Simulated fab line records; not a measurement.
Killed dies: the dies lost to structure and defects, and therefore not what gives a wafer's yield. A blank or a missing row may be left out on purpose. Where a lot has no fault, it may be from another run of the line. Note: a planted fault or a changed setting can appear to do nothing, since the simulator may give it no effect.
Chamber matching -- flow nand harc -- NHARC_A_STAIRCASE_ETCHBACK_157 on rie diel-03 has 4 sister chambers
The step etches the open film in CH3F/O2, target depth 90 nm, time 167.14 s. 4 wafers are shown with their chamber, then 7 later ones without.

## WAFERS, EACH WITH ITS CHAMBER
wafer,chamber,showerhead plenum p Torr (Torr)
L084.5,3,2.57
L085.3,1,2.65
L091.4,2,2.32
L091.5,0,2.37

## WAFERS WITH NO CHAMBER GIVEN
wafer,showerhead plenum p Torr (Torr)
L091.6,2.56
L094.2,2.56
L094.3,2.64
L094.5,2.64
L095.1,2.63
L095.4,2.31
L095.6,2.37

## WHICH CHAMBER EACH WENT THROUGH
wafer,from the rows above,in truth
L091.6,3,3
L094.2,3,3
L094.3,1,1
L094.5,1,1
L095.1,1,1
L095.4,2,2
L095.6,0,0
7 of 7 placed correctly. Can't be placed from these rows: 0. Placed wrongly: 0.
How it was worked out, from the rows above alone: a wafer's distance from a chamber is the root of the sum, over the readings, of the square of ((its reading less the chamber's mean) divided by the reading's scatter). If the next closest chamber is less than 2 further off than the closest, the wafer can't be placed; otherwise it belongs to the closest. The mean given for a chamber averages the wafers shown for that chamber. The scatter (one wafer shown for each chamber): square how far every hidden wafer sits from the nearest shown wafer, average those squares and take the square root.
